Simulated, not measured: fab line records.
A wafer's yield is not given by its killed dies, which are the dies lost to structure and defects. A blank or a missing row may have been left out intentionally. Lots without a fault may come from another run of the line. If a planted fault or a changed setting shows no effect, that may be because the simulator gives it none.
Split-lot trial / flow n5 finfet / on a route of 1938 steps: 7 lots, 39 wafers read

THE SPLIT ITSELF
At N5_PMOS_HMC_CHANNEL_EPI_DEVELOP_08 (develop time 30 s), the setting develop time s was moved away from the recipe's 30 s on 15 of the 39 wafers read, by -38.0% to +59.8%. All remaining wafers had this setting at the recipe value.

Between the split and the reading, the file records no step.

THE READING
cd nm (nm) at N5_PMOS_HMC_CHANNEL_EPI_CD_MEAS_09, where the cd target is 237.4 nm. Typical for fault-free wafers on this fab line: 237.9 nm, with standard deviation 0.86 nm.

wafer=L079.1; tool, chamber at the split=litho track-04, 0; develop time s as run, s=35.16; against the recipe=+17.2%; cd nm, nm=239.0; against lot-mates on the recipe=+2.3
wafer=L079.2; tool, chamber at the split=litho track-04, 0; develop time s as run, s=35.16; against the recipe=+17.2%; cd nm, nm=238.6; against lot-mates on the recipe=+1.9
wafer=L079.3; tool, chamber at the split=litho track-04, 0; develop time s as run, s=30; against the recipe=recipe; cd nm, nm=236.2; against lot-mates on the recipe=-
wafer=L079.4; tool, chamber at the split=litho track-04, 0; develop time s as run, s=35.16; against the recipe=+17.2%; cd nm, nm=238.5; against lot-mates on the recipe=+1.8
wafer=L079.5; tool, chamber at the split=litho track-04, 0; develop time s as run, s=30; against the recipe=recipe; cd nm, nm=237.4; against lot-mates on the recipe=-
wafer=L079.6; tool, chamber at the split=litho track-04, 0; develop time s as run, s=30; against the recipe=recipe; cd nm, nm=236.6; against lot-mates on the recipe=-
wafer=L080.1; tool, chamber at the split=litho track-03, 0; develop time s as run, s=30; against the recipe=recipe; cd nm, nm=238.1; against lot-mates on the recipe=-
wafer=L080.2; tool, chamber at the split=litho track-03, 0; develop time s as run, s=43.32; against the recipe=+44.4%; cd nm, nm=239.9; against lot-mates on the recipe=+1.8
wafer=L080.3; tool, chamber at the split=litho track-03, 0; develop time s as run, s=30; against the recipe=recipe; cd nm, nm=238.1; against lot-mates on the recipe=-
wafer=L080.4; tool, chamber at the split=litho track-03, 0; develop time s as run, s=43.32; against the recipe=+44.4%; cd nm, nm=241.1; against lot-mates on the recipe=+3.0
wafer=L080.5; tool, chamber at the split=litho track-03, 0; develop time s as run, s=43.32; against the recipe=+44.4%; cd nm, nm=240.4; against lot-mates on the recipe=+2.3
wafer=L080.6; tool, chamber at the split=litho track-03, 0; develop time s as run, s=30; against the recipe=recipe; cd nm, nm=238.1; against lot-mates on the recipe=-
wafer=L083.1; tool, chamber at the split=litho track-04, 0; develop time s as run, s=47.93; against the recipe=+59.8%; cd nm, nm=241.5; against lot-mates on the recipe=+3.8
wafer=L083.2; tool, chamber at the split=litho track-04, 0; develop time s as run, s=47.93; against the recipe=+59.8%; cd nm, nm=241.1; against lot-mates on the recipe=+3.4
wafer=L083.3; tool, chamber at the split=litho track-04, 0; develop time s as run, s=30; against the recipe=recipe; cd nm, nm=237.3; against lot-mates on the recipe=-
wafer=L083.4; tool, chamber at the split=litho track-04, 0; develop time s as run, s=47.93; against the recipe=+59.8%; cd nm, nm=240.7; against lot-mates on the recipe=+3.0
wafer=L083.5; tool, chamber at the split=litho track-04, 0; develop time s as run, s=30; against the recipe=recipe; cd nm, nm=237.3; against lot-mates on the recipe=-
wafer=L083.6; tool, chamber at the split=litho track-04, 0; develop time s as run, s=30; against the recipe=recipe; cd nm, nm=238.4; against lot-mates on the recipe=-
wafer=L084.1; tool, chamber at the split=litho track-04, 0; develop time s as run, s=30; against the recipe=recipe; cd nm, nm=238.5; against lot-mates on the recipe=-
wafer=L084.2; tool, chamber at the split=litho track-04, 0; develop time s as run, s=30; against the recipe=recipe; cd nm, nm=238.5; against lot-mates on the recipe=-
wafer=L084.3; tool, chamber at the split=litho track-04, 0; develop time s as run, s=30; against the recipe=recipe; cd nm, nm=237.4; against lot-mates on the recipe=-
wafer=L084.4; tool, chamber at the split=litho track-04, 0; develop time s as run, s=42.6; against the recipe=+42.0%; cd nm, nm=239.1; against lot-mates on the recipe=+1.0
wafer=L084.5; tool, chamber at the split=litho track-04, 0; develop time s as run, s=42.6; against the recipe=+42.0%; cd nm, nm=240.1; against lot-mates on the recipe=+2.0
wafer=L084.6; tool, chamber at the split=litho track-04, 0; develop time s as run, s=42.6; against the recipe=+42.0%; cd nm, nm=238.9; against lot-mates on the recipe=+0.8
wafer=L089.1; tool, chamber at the split=litho track-01, 0; develop time s as run, s=18.61; against the recipe=-38.0%; cd nm, nm=233.9; against lot-mates on the recipe=-2.7
wafer=L089.2; tool, chamber at the split=litho track-01, 0; develop time s as run, s=18.61; against the recipe=-38.0%; cd nm, nm=234.5; against lot-mates on the recipe=-2.1
wafer=L089.3; tool, chamber at the split=litho track-01, 0; develop time s as run, s=30; against the recipe=recipe; cd nm, nm=237.1; against lot-mates on the recipe=-
wafer=L089.4; tool, chamber at the split=litho track-01, 0; develop time s as run, s=30; against the recipe=recipe; cd nm, nm=236.5; against lot-mates on the recipe=-
wafer=L089.5; tool, chamber at the split=litho track-01, 0; develop time s as run, s=18.61; against the recipe=-38.0%; cd nm, nm=233.1; against lot-mates on the recipe=-3.5
wafer=L089.6; tool, chamber at the split=litho track-01, 0; develop time s as run, s=30; against the recipe=recipe; cd nm, nm=236.3; against lot-mates on the recipe=-
wafer=L090.1; tool, chamber at the split=litho track-04, 0; develop time s as run, s=30; against the recipe=recipe; cd nm, nm=238.2; against lot-mates on the recipe=-
wafer=L090.2; tool, chamber at the split=litho track-04, 0; develop time s as run, s=30; against the recipe=recipe; cd nm, nm=239.7; against lot-mates on the recipe=-
wafer=L090.3; tool, chamber at the split=litho track-04, 0; develop time s as run, s=30; against the recipe=recipe; cd nm, nm=238.5; against lot-mates on the recipe=-
wafer=L090.4; tool, chamber at the split=litho track-04, 0; develop time s as run, s=30; against the recipe=recipe; cd nm, nm=238.6; against lot-mates on the recipe=-
wafer=L090.5; tool, chamber at the split=litho track-04, 0; develop time s as run, s=30; against the recipe=recipe; cd nm, nm=238.7; against lot-mates on the recipe=-
wafer=L090.6; tool, chamber at the split=litho track-04, 0; develop time s as run, s=30; against the recipe=recipe; cd nm, nm=237.8; against lot-mates on the recipe=-
wafer=L097.2; tool, chamber at the split=litho track-03, 0; develop time s as run, s=30; against the recipe=recipe; cd nm, nm=236.7; against lot-mates on the recipe=-
wafer=L097.3; tool, chamber at the split=litho track-03, 0; develop time s as run, s=30; against the recipe=recipe; cd nm, nm=237.6; against lot-mates on the recipe=-
wafer=L097.6; tool, chamber at the split=litho track-03, 0; develop time s as run, s=30; against the recipe=recipe; cd nm, nm=236.8; against lot-mates on the recipe=-

THE FIT
A straight line over all 39 wafers: cd nm changes by +0.0655 nm for each +1% of develop time s; r = +0.88; the points scatter about the line by 0.89 nm.
The same after taking each lot's own level away (the mean of its wafers on the recipe; 39 wafers): +0.0565 nm for each +1%; r = +0.91; scatter 0.66 nm.
Per that fit: largest develop time s move, reading shift of 3.4 nm.
Measured against the standard deviation above, the lots' own levels, which go from 236.63 to 238.58 nm, span 2.3 times it.
In other words, the slope is changed by the lot-to-lot level; the two fits disagree.
Check: with one of the wafers moved furthest among these (+59.8%) left out of the fit, the line predicts +3.23 nm for it against its lot-mates. It came out at +3.83 nm against them.

THE WHOLE CHAIN: every reading that the file lists as answering this split, in the file's order
step=N5_PMOS_HMC_CHANNEL_EPI_CD_MEAS_09; what it does=target cd 237.4 nm; reading=cd nm; change (the file's fit)=+0.0556 nm for each +1% of the setting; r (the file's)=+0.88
step=N5_PMOS_HMC_CHANNEL_EPI_DESCUM_14; what it does=chemistry O2, time 7.9 s; reading=PMOS_HMC_CHANNEL_EPI.cd nm (the simulator's own value, which no gauge read); change (the file's fit)=+0.058 nm for each +1% of the setting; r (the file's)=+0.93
step=N5_PMOS_HMC_CHANNEL_EPI_ETCH_32; what it does=etches BARC in N2/H2, stops on SiO2, target depth 85.8 nm, time 50.3 s; reading=PMOS_HMC_CHANNEL_EPI.cd nm (the simulator's own value, which no gauge read); change (the file's fit)=+0.0554 nm for each +1% of the setting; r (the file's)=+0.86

THE FILE'S OWN FIT
cd nm changes by +0.0556 nm for each +1% of develop time s, r = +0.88.
